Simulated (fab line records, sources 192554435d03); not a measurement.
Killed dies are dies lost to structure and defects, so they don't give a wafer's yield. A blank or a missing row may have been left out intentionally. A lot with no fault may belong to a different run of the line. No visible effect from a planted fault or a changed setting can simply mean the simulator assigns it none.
Matching of chambers | flow n5-finfet | 3 sister chambers for N5_BEOL_M0_CO_CAP_123 on cvd-co-01
The step material Co, precursor CCTBA/H2, target thk 2 nm, time 102.1 s. 3 wafers are shown with their chamber, then 11 later ones without.

WAFERS, EACH WITH ITS CHAMBER
wafer  | chamber | heater-power-w (W)
L263.2 | 1       | 222
L264.5 | 0       | 230
L266.3 | 2       | 252

WAFERS MISSING THEIR CHAMBER
wafer  | heater-power-w (W)
L266.4 | 252
L266.5 | 226
L270.2 | 229
L270.3 | 250
L270.4 | 233
L272.1 | 224
L272.2 | 223
L272.3 | 259
L275.2 | 229
L275.3 | 251
L275.6 | 228

THE CHAMBER EACH PASSED THROUGH
wafer  | from the rows above     | in truth
L266.4 | 2                       | 2
L266.5 | can't be placed: 0 or 1 | 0
L270.2 | 0                       | 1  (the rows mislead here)
L270.3 | 2                       | 2
L270.4 | 0                       | 0
L272.1 | can't be placed: 1 or 0 | 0
L272.2 | 1                       | 1
L272.3 | 2                       | 2
L275.2 | 0                       | 0
L275.3 | 2                       | 2
L275.6 | can't be placed: 0 or 1 | 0
7 of 11 placed correctly. From these rows, 3 cannot be placed; in 3 the true chamber is one of the candidates. Placed wrongly: 1.
How it was worked out, from the rows above alone: a wafer's distance from a chamber is the root of the sum, over the readings, of the square of ((its reading less the chamber's mean) divided by the reading's scatter). If the next closest chamber is less than 2 further off than the closest, the wafer can't be placed; otherwise it belongs to the closest. For every chamber, the mean is computed from those of its wafers that are shown. The scatter: root of mean squared gap, hidden wafer to nearest shown wafer, with one shown wafer a chamber.
